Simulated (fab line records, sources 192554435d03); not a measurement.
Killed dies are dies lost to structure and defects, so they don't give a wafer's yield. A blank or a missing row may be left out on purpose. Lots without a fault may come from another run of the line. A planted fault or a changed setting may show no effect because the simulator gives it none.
Which tool did it? | flow n5_finfet | 8 lots, 24 wafers sampled, at 7 steps of a route of 1938

WHAT THE GAUGES READ, wafer by wafer
N5_STI_FIN_REVEAL_FIN_H_MEAS_10.
lot  | measured    | on     | trench_depth_nm (nm)
L469 | day 3 06:32 | ocd-02 | 51.6 50.1 50.4
L472 | day 4 00:40 | ocd-01 | 51.2 51.3 52.2
L478 | day 5 18:36 | ocd-01 | 51.8 51.4 52.2
L479 | day 5 21:30 | ocd-02 | 53.2 52.3 52.2
L482 | day 6 15:32 | ocd-02 | 52.3 52.4 53.3
L483 | day 6 19:42 | ocd-01 | 51.4 51.9 52.5
L484 | day 7 01:33 | ocd-01 | 50.9 51.9 51.3
L487 | day 7 19:04 | ocd-02 | 51.9 52.4 52.7

N5_DUMMY_GATE_CD_MEAS_50: target cd 14 nm.
lot  | measured    | on        | cd_nm (nm)
L469 | day 3 16:04 | cd_sem-03 | 13.6 13.9 14.2
L472 | day 4 10:35 | cd_sem-02 | 14.2 14.0 13.9
L478 | day 6 05:38 | cd_sem-03 | 18.2 13.7 18.0
L479 | day 6 06:44 | cd_sem-01 | 13.5 14.4 14.0
L482 | day 7 00:42 | cd_sem-03 | 18.4 18.2 14.1
L483 | day 7 04:46 | cd_sem-03 | 14.4 14.5 13.8
L484 | day 7 10:58 | cd_sem-01 | 14.3 14.4 14.3
L487 | day 8 04:26 | cd_sem-03 | 13.3 14.1 14.3

N5_DUMMY_GATE_CD_MEAS_24: target cd 15 nm.
lot  | measured    | on        | cd_nm (nm)
L469 | day 3 16:43 | cd_sem-01 | 14.6 15.2 15.0
L472 | day 4 11:05 | cd_sem-01 | 15.0 15.1 15.1
L478 | day 6 06:08 | cd_sem-01 | 18.8 15.1 19.0
L479 | day 6 07:14 | cd_sem-01 | 14.6 15.1 14.6
L482 | day 7 01:12 | cd_sem-01 | 19.7 19.5 16.1
L483 | day 7 05:15 | cd_sem-03 | 15.3 15.0 14.7
L484 | day 7 11:28 | cd_sem-02 | 14.9 15.3 14.5
L487 | day 8 04:56 | cd_sem-03 | 15.0 15.0 14.7

N5_BEOL_M4_RC_MEAS_101.
lot  | measured     | on        | DIBL_N (mV/V)  | DIBL_P (mV/V)  | IOFF_N (nA/um)    | IOFF_P (nA/um) | ION_N (uA/um) | ION_P (uA/um) | SS_N (mV/dec)  | SS_P (mV/dec)  | VT_N (mV)   | VT_P (mV)
L469 | day 9 17:08  | prober-02 | 38.1 39.7 37.4 | 36.5 38.4 35.3 | 0.204 0.260 0.191 | 0.25 0.31 0.24 | 697 698 683   | 472 477 469   | 72.2 72.9 72.1 | 73.0 73.5 73.2 | 248 243 247 | -247 -241 -247
L472 | day 10 00:43 | prober-01 | 35.7 37.6 37.2 | 36.0 38.7 38.2 | 0.152 0.200 0.187 | 0.24 0.28 0.27 | 668 680 688   | 469 470 472   | 71.6 71.9 72.0 | 73.0 73.7 74.3 | 248 246 244 | -247 -248 -246
L478 | day 12 09:03 | prober-01 | 36.7           | 34.4           | 0.149             | 0.19           | 656           | 459           | 71.7           | 72.9           | 253         | -251
L479 | day 12 14:15 | prober-02 | 39.6 37.1 38.9 | 38.4 35.3 36.7 | 0.228 0.165 0.199 | 0.24 0.20 0.22 | 701 671 681   | 467 455 456   | 72.1 71.9 71.9 | 73.0 73.3 73.1 | 246 248 248 | -248 -252 -251
L482 | day 13 00:29 | prober-01 | 33.8           | 33.9           | 0.137             | 0.18           | 670           | 464           | 70.4           | 73.3           | 250         | -250
L483 | day 13 05:35 | prober-01 | 36.0 34.9 36.2 | 35.5 33.7 38.1 | 0.161 0.129 0.158 | 0.20 0.17 0.23 | 663 654 675   | 454 449 464   | 71.7 71.8 72.1 | 72.9 72.5 73.4 | 253 257 253 | -254 -254 -251
L484 | day 13 02:19 | prober-01 | 38.3 35.2 37.8 | 39.3 37.0 40.3 | 0.193 0.148 0.189 | 0.27 0.23 0.29 | 676 677 679   | 464 467 473   | 72.3 70.9 72.2 | 73.4 73.4 74.0 | 247 249 245 | -246 -246 -243
L487 | day 13 23:15 | prober-02 | 35.5 38.6 36.9 | 34.9 39.7 37.1 | 0.113 0.190 0.152 | 0.14 0.20 0.16 | 649 673 675   | 443 453 455   | 71.2 72.2 71.9 | 72.3 73.7 72.9 | 257 250 251 | -262 -253 -258

WHICH TOOL RAN EACH LOT (tool, then ch and the chambers of the sampled wafers, then the start)
lot  | N5_DUMMY_GATE_TRIM_49           | N5_DUMMY_GATE_HM_OPEN_21          | N5_DUMMY_GATE_STRIP_48
L469 | rie_si-05 ch 2,3, day 3 15:55   | rie_diel-02 ch 2,3, day 3 16:20   | rie_diel-04 ch 0,1,3, day 3 16:49
L472 | rie_si-05 ch 0,3, day 4 10:26   | rie_diel-02 ch 0,2, day 4 10:43   | rie_diel-04 ch 0,2, day 4 11:10
L478 | rie_si-05 ch 1,2, day 6 05:29   | rie_diel-02 ch 0,2,3, day 6 05:47 | rie_diel-05 ch 0,1,2, day 6 06:14
L479 | rie_si-02 ch 0,1, day 6 06:31   | rie_diel-02 ch 2,3, day 6 06:53   | rie_diel-05 ch 1,3, day 6 07:28
L482 | rie_si-05 ch 1,3, day 7 00:33   | rie_diel-05 ch 0,1,3, day 7 00:50 | rie_diel-02 ch 0,2,3, day 7 01:17
L483 | rie_si-04 ch 1,2,3, day 7 04:37 | rie_diel-02 ch 0,1,3, day 7 04:53 | rie_diel-04 ch 1,2,3, day 7 05:21
L484 | rie_si-02 ch 0,1,3, day 7 10:49 | rie_diel-02 ch 1,2,3, day 7 11:06 | rie_diel-04 ch 1,3, day 7 11:34
L487 | rie_si-02 ch 1,2, day 8 04:17   | rie_diel-02 ch 2,3, day 8 04:34   | rie_diel-04 ch 0,3, day 8 05:01
- N5_DUMMY_GATE_TRIM_49: chemistry O2, time 29 s, target cd 14 nm.
- N5_DUMMY_GATE_HM_OPEN_21: chemistry CH3F/O2, target SiNx, target depth 120 nm, time 171.4 s.
- N5_DUMMY_GATE_STRIP_48: strips in N2/H2, time 20 s.

WHAT THE TOOLS THEMSELVES READ (means of the sampled wafers that have a number; where no wafer has one, the mark that the record gives instead)
N5_DUMMY_GATE_TRIM_49.
lot  | tool      | drypump_motor_current_A (A) | oes_product_au (a.u.) | throttle_valve_pct (%)
L469 | rie_si-05 | 5.6                         | 0.983                 | 8.28
L472 | rie_si-05 | 5.9                         | 1.004                 | 8.14
L478 | rie_si-05 | 5.9                         | 0.793                 | 8.26
L479 | rie_si-02 | 5.5                         | 1.000                 | 8.37
L482 | rie_si-05 | 6.2                         | 0.795                 | 8.15
L483 | rie_si-04 | 5.5                         | 0.987                 | 8.22
L484 | rie_si-02 | 5.8                         | 0.990                 | 8.31
L487 | rie_si-02 | 5.5                         | 0.998                 | 8.31

N5_DUMMY_GATE_HM_OPEN_21.
lot  | tool        | drypump_motor_current_A (A) | oes_ar_750_au (a.u.) | oes_o_777_au (a.u.) | oes_product_au (a.u.) | rf_vpp_V (V) | showerhead_plenum_p_Torr (Torr) | throttle_valve_pct (%)
L469 | rie_diel-02 | 5.7                         | 0.77                 | 0.78                | 0.77                  | 303          | 2.04                            | 16.63
L472 | rie_diel-02 | 5.7                         | 0.81                 | 0.80                | 0.80                  | 305          | 2.06                            | 16.53
L478 | rie_diel-02 | 5.7                         | 0.87                 | 0.87                | 0.87                  | 304          | 2.05                            | 16.44
L479 | rie_diel-02 | 5.8                         | 0.92                 | 0.92                | 0.93                  | 304          | 2.08                            | 16.28
L482 | rie_diel-05 | 5.9                         | 0.75                 | 0.74                | 0.76                  | 303          | 2.01                            | 16.49
L483 | rie_diel-02 | 5.5                         | 0.89                 | 0.89                | 0.90                  | 302          | 2.00                            | 16.54
L484 | rie_diel-02 | 5.5                         | 0.93                 | 0.93                | 0.94                  | 303          | 2.03                            | 16.38
L487 | rie_diel-02 | 5.8                         | 0.90                 | 0.89                | 0.90                  | 304          | 2.08                            | 16.29

N5_DUMMY_GATE_STRIP_48.
lot  | tool        | drypump_motor_current_A (A) | oes_product_au (a.u.) | rf_vpp_V (V) | showerhead_plenum_p_Torr (Torr) | throttle_valve_pct (%)
L469 | rie_diel-04 | 5.4                         | 0.75                  | 46.1         | 3.29                            | 12.39
L472 | rie_diel-04 | 5.3                         | 0.77                  | 44.7         | 3.34                            | 12.39
L478 | rie_diel-05 | 5.7                         | 0.75                  | 45.1         | 3.30                            | 12.42
L479 | rie_diel-05 | 6.2                         | 0.78                  | 45.4         | 3.45                            | 12.36
L482 | rie_diel-02 | 5.7                         | 0.86                  | 45.5         | 3.43                            | 12.24
L483 | rie_diel-04 | 5.9                         | 0.80                  | 46.0         | 3.40                            | 12.36
L484 | rie_diel-04 | 5.5                         | 0.75                  | 45.0         | 3.32                            | 12.40
L487 | rie_diel-04 | 5.3                         | 0.90                  | 45.7         | 3.50                            | 12.09

THE ANSWER, worked out from the rows above alone
Rule: what is usual is taken from the lots themselves. Put in order of their means at a reading, lots are off if they are a third of the lots or fewer, leave a main group of 4 or more, and stand apart from it by a gap of 3 or more times the standard deviation of the main group's means; of several such gaps the widest counts. A main group whose means are all the same, to the digits that the tables above print for the reading, isn't used. A lot without any number at a reading at which 4 lots or more have one is off too. The other lots that the step has rows for count as sound. The gauges are gone through in route order, then the tools' own readings, and for those a lot's mean is taken as printed above. The first step at which some lot is off is used, and at that step the reading that is off furthest; a lot without a number counts as furthest.
Off: L478, L482, at N5_DUMMY_GATE_CD_MEAS_50 (cd_nm). The main group: mean 14.1 nm, standard deviation 0.17.
A tool fits if, at a process step before that reading, it ran every lot that is off, and no sound lot after the first of them. The gauges at N5_DUMMY_GATE_CD_MEAS_50 aren't tried: what is off there is off at N5_DUMMY_GATE_CD_MEAS_24 too, on other tools, and a gauge's error can't cause that. One fits: rie_si-05 at N5_DUMMY_GATE_TRIM_49. Its last sound lot is L472 (day 4 10:26), its first lot that is off L478 (day 6 05:29): a fault that began between those two fits.
The tool's own readings at N5_DUMMY_GATE_TRIM_49 bear it out: on the lots that are off they differ by more than 5 times the standard deviation of the sound lots' means. oes_product_au reads 0.794 a.u. there against 0.994 a.u. on the sound lots.

WHAT THE SIMULATOR HAD PUT IN
Process parameter drift: rie_si-05, from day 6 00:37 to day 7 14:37, at N5_DUMMY_GATE_TRIM_49. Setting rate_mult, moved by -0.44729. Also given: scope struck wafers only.
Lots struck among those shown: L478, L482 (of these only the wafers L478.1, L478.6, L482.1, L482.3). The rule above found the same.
